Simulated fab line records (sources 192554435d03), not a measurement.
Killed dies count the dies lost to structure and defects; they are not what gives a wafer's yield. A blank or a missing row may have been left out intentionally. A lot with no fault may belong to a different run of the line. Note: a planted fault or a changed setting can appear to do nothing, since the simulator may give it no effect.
Matching of chambers + flow n5 finfet + 3 sister chambers for N5_FIN_SAQP_PECVD_47 on pecvd-02
The step deposits a-Si from SiH4/He, target thk 45 nm, time 36.3 s. 6 wafers are shown with their chamber, then 9 later ones without.

EACH WAFER AND ITS CHAMBER
| wafer  | chamber | heater power w (W) | throttle valve pct (%) |
|--------|---------|--------------------|------------------------|
| L083.2 | 0       | 825                | 17.9                   |
| L085.3 | 2       | 714                | 18.4                   |
| L085.5 | 2       | 739                | 18.2                   |
| L088.1 | 0       | 827                | 17.9                   |
| L088.2 | 1       | 948                | 18.9                   |
| L088.4 | 1       | 966                | 18.9                   |

WAFERS WHOSE CHAMBER IS MISSING
| wafer  | heater power w (W) | throttle valve pct (%) |
|--------|--------------------|------------------------|
| L089.2 | 862                | 17.9                   |
| L089.4 | 818                | 18.1                   |
| L089.5 | 1028               | 18.9                   |
| L091.1 | 1022               | 19.2                   |
| L091.2 | 886                | 17.9                   |
| L091.4 | 860                | 18.1                   |
| L092.3 | 954                | 19.1                   |
| L092.5 | 747                | 18.2                   |
| L092.6 | 786                | 18.2                   |

CHAMBER TAKEN BY EACH
| wafer  | from the rows above     | in truth                   |
|--------|-------------------------|----------------------------|
| L089.2 | 0                       | 0                          |
| L089.4 | 0                       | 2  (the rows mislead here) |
| L089.5 | 1                       | 1                          |
| L091.1 | 1                       | 1                          |
| L091.2 | 0                       | 0                          |
| L091.4 | 0                       | 0                          |
| L092.3 | 1                       | 1                          |
| L092.5 | 2                       | 2                          |
| L092.6 | can't be placed: 0 or 2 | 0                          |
Placed correctly: 7 of 9. Not placeable from these rows: 1 (in 1, the candidates include the true chamber). Wrongly placed: 1.
How it was worked out, from the rows above alone: a wafer's distance from a chamber is the root of the sum, over the readings, of the square of ((its reading less the chamber's mean) divided by the reading's scatter). If the next closest chamber is less than 2 further off than the closest, the wafer can't be placed; otherwise it belongs to the closest. A chamber's mean is the mean of its shown wafers. The scatter is the square root of a quotient: the sum, over the shown wafers, of each reading's squared deviation from its chamber's mean, divided by wafers minus chambers.
